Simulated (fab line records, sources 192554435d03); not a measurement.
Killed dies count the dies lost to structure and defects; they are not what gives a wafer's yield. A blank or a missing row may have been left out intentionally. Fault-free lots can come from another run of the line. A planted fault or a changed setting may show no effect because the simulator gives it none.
One fault through the eyes of 3 desks || flow n5 finfet || what lay behind the numbers comes last; until then each desk has only its own

TOOL OWNER'S DESK, ald metal-04
The tool's own readings at N5_HKMG_FIN_NWFM_ALD_20 (deposits TiAlC, target thk 2 nm, pulse time 3 s, purge time 2 s): means of the sampled wafers that have a number, for each lot that ran on this tool. Any lot whose mean is over 4 standard deviations away from the usual mean is out of limits and marked OUT; that distance is given in the brackets.
Columns: A = heater power w at N5_HKMG_FIN_NWFM_ALD_20, usual 500 W; B = precursor pulse height rel at N5_HKMG_FIN_NWFM_ALD_20, usual 1.000; C = susceptor temp C at N5_HKMG_FIN_NWFM_ALD_20, usual 299.98 C
{"lot": "L941", "first seen here": "day 4 03:46", "A": 502, "B": 0.974, "C": 300.10}
{"lot": "L947", "first seen here": "day 5 20:01", "A": 510, "B": 1.023, "C": 299.90}
{"lot": "L948", "first seen here": "day 6 11:28", "A": 488, "B": 0.993, "C": 299.90}
{"lot": "L950", "first seen here": "day 6 15:14", "A": 504, "B": 0.993, "C": 299.80}
{"lot": "L951", "first seen here": "day 6 17:59", "A": 524, "B": 1.012, "C": 299.97}
{"lot": "L963", "first seen here": "day 10 02:33", "A": 501, "B": 1.002, "C": 299.81}
Result from this desk: across the 6 lots, nothing is out of limits.

FROM THE METROLOGY DESK
What the gauges read, lot by lot, whatever tool the lot ran on: means of the sampled wafers that have a number. Any lot whose mean is over 4 standard deviations away from the usual mean is out of limits and marked OUT; that distance is given in the brackets. Readings shown: 7 of its 10, picked as those furthest out on some lot.
Columns: A = DIBL_P at N5_BEOL_M4_RC_MEAS_101, usual 34.8 mV/V; B = IOFF_N at N5_BEOL_M4_RC_MEAS_101, usual 0.15 nA/um; C = IOFF_P at N5_BEOL_M4_RC_MEAS_101, usual 0.19 nA/um; D = ION_P at N5_BEOL_M4_RC_MEAS_101, usual 462 uA/um; E = SS_N at N5_BEOL_M4_RC_MEAS_101, usual 71.4 mV/dec; F = VT_N at N5_BEOL_M4_RC_MEAS_101, usual 250 mV; G = VT_P at N5_BEOL_M4_RC_MEAS_101, usual -251 mV
{"lot": "L941", "first seen here": "day 8 15:29", "A": 36.8, "B": 0.18, "C": 0.17, "D": 450, "E": 72.3, "F": 250, "G": -256}
{"lot": "L947", "first seen here": "day 9 10:58", "A": 34.0, "B": 0.14, "C": 0.16, "D": 454, "E": 71.2, "F": 251, "G": -256}
{"lot": "L948", "first seen here": "day 10 10:59", "A": 35.4, "B": 0.17, "C": 0.20, "D": 472, "E": 71.3, "F": 246, "G": -250}
{"lot": "L950", "first seen here": "day 10 14:34", "A": 36.4, "B": 0.15, "C": 0.18, "D": 457, "E": 71.6, "F": 249, "G": -254}
{"lot": "L951", "first seen here": "day 10 15:39", "A": 34.9, "B": 0.15, "C": 0.20, "D": 458, "E": 71.3, "F": 247, "G": -252}
{"lot": "L957", "first seen here": "day 12 14:50", "A": 37.0, "B": 0.17, "C": 0.22, "D": 464, "E": 71.8, "F": 250, "G": -248}
{"lot": "L959", "first seen here": "day 12 19:44", "A": 35.1, "B": 0.14, "C": 0.18, "D": 461, "E": 70.6, "F": 252, "G": -252}
{"lot": "L960", "first seen here": "day 12 22:39", "A": 38.2, "B": 0.20, "C": 0.24, "D": 472, "E": 72.2, "F": 246, "G": -248}
{"lot": "L961", "first seen here": "day 13 15:20", "A": 35.7, "B": 0.15, "C": 0.17, "D": 454, "E": 71.8, "F": 251, "G": -256}
{"lot": "L963", "first seen here": "day 14 15:19", "A": 34.5, "B": 0.14, "C": 0.22, "D": 471, "E": 71.2, "F": 252, "G": -245}
Result from this desk: across the 10 lots, nothing is out of limits.

THE DEFECT DESK
What the inspections along the route counted, lot by lot: means of the sampled wafers that have a number. Any lot whose mean is over 4 standard deviations away from the usual mean is out of limits and marked OUT; that distance is given in the brackets.
Columns: A = raw defect count at N5_HKMG_FIN_INSPECT_61, usual 2.1
{"lot": "L941", "first seen here": "day 3 22:25", "A": 1.0}
{"lot": "L947", "first seen here": "day 5 13:52", "A": 2.7}
{"lot": "L948", "first seen here": "day 6 05:23", "A": 0.0}
{"lot": "L950", "first seen here": "day 6 09:48", "A": 3.0}
{"lot": "L951", "first seen here": "day 6 12:31", "A": 3.5}
{"lot": "L957", "first seen here": "day 8 02:19", "A": 1.7}
{"lot": "L959", "first seen here": "day 8 12:26", "A": 2.3}
{"lot": "L960", "first seen here": "day 8 19:02", "A": 2.3}
{"lot": "L961", "first seen here": "day 9 04:27", "A": 3.3}
{"lot": "L963", "first seen here": "day 9 20:28", "A": 2.3}
Result from this desk: across the 10 lots, nothing is out of limits.

ALL TOGETHER
The tool owner's desk saw nothing out of limits.
Nothing out of limits was seen by the metrology desk.
Nothing the defect desk looked at was out of limits.

WHAT THE SIMULATOR HAD PUT IN
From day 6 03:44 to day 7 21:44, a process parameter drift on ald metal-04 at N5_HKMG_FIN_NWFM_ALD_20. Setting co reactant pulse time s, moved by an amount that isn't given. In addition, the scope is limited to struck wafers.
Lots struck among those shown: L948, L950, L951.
